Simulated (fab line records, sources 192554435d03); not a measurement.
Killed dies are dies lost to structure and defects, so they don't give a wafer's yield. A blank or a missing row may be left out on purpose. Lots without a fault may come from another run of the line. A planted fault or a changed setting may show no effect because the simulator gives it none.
Chamber matching | flow n5_finfet | N5_BEOL_M11_CMP_52 on cmp-04: 4 sister chambers
The step polishes, stops on SiCOH lowk, t overpolish 7 s, target thk 140 nm. 18 wafers are shown with their chamber, then 9 later ones without.

WAFERS WITH THEIR CHAMBER
wafer  | chamber | motor_current_A (A) | time_to_endpoint_s (s) | barrier_field_endpoint_s (s)
L075.2 | 1       | 6.0                 | 62.1                   | 28.5
L075.3 | 0       | 6.1                 | 66.5                   | 29.6
L075.5 | 1       | 5.6                 | 61.0                   | 28.9
L079.1 | 1       | 5.8                 | 64.1                   | 28.8
L079.3 | 2       | 6.4                 | 63.0                   | 28.3
L079.6 | 2       | 6.2                 | 62.1                   | 29.7
L082.1 | 3       | 6.3                 | 64.8                   | 28.1
L082.2 | 1       | 5.9                 | 65.5                   | 28.6
L082.6 | 3       | 6.5                 | 63.3                   | 28.5
L085.2 | 0       | 5.9                 | 71.6                   | 29.8
L085.4 | 3       | 6.7                 | 66.2                   | 29.0
L085.5 | 3       | 6.4                 | 67.1                   | 29.3
L085.1 | 2       | 6.2                 | 63.2                   | 27.8
L085.3 | 1       | 5.6                 | 63.7                   | 28.8
L085.6 | 0       | 5.8                 | 70.6                   | 29.9
L092.2 | 0       | 5.8                 | 71.4                   | 28.8
L092.3 | 1       | 6.0                 | 65.9                   | 27.7
L092.6 | 0       | 5.9                 | 65.8                   | 29.1

SIGNATURES (means of the wafers above)
reading                  | chamber 0 | chamber 1 | chamber 2 | chamber 3 | scatter within a chamber
motor_current_A          | 5.900     | 5.817     | 6.267     | 6.475     | 0.156
time_to_endpoint_s       | 69.180    | 63.717    | 62.767    | 65.350    | 2.04
barrier_field_endpoint_s | 29.440    | 28.550    | 28.600    | 28.725    | 0.577
Rule: a wafer's distance from a chamber is the root of the sum, over the readings, of the square of ((its reading less the chamber's mean) divided by the reading's scatter). The wafer belongs to the nearest chamber; if the next one is less than 2 further off, it can't be placed. The scatter: the root of (the sum of the squares of (reading less its chamber's mean) over the shown wafers, divided by (wafers less chambers)).

WAFERS WITHOUT THEIR CHAMBER
wafer  | motor_current_A (A) | time_to_endpoint_s (s) | barrier_field_endpoint_s (s)
L090.1 | 6.3                 | 63.7                   | 28.8
L090.3 | 6.3                 | 66.7                   | 29.9
L090.5 | 6.2                 | 65.4                   | 29.3
L097.1 | 5.8                 | 70.7                   | 28.9
L097.3 | 5.9                 | 66.0                   | 28.7
L097.6 | 5.9                 | 65.3                   | 28.5
L096.1 | 6.2                 | 66.7                   | 28.8
L096.3 | 5.7                 | 65.1                   | 29.1
L096.4 | 5.9                 | 67.2                   | 29.9

WHICH CHAMBER EACH WENT THROUGH
wafer  | from the rows above               | in truth
L090.1 | can't be placed: 2 or 3           | 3
L090.3 | can't be placed: 3 or 0 or 2 or 1 | 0
L090.5 | can't be placed: 2 or 3 or 0 or 1 | 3
L097.1 | 0                                 | 0
L097.3 | can't be placed: 1 or 0 or 2      | 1
L097.6 | can't be placed: 1 or 0 or 2      | 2
L096.1 | can't be placed: 3 or 2 or 0 or 1 | 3
L096.3 | can't be placed: 1 or 0           | 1
L096.4 | can't be placed: 0 or 1           | 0
Placed correctly: 1 of 9. Can't be placed from these rows: 8 (the true chamber is among the candidates in 8). Placed wrongly: 0.
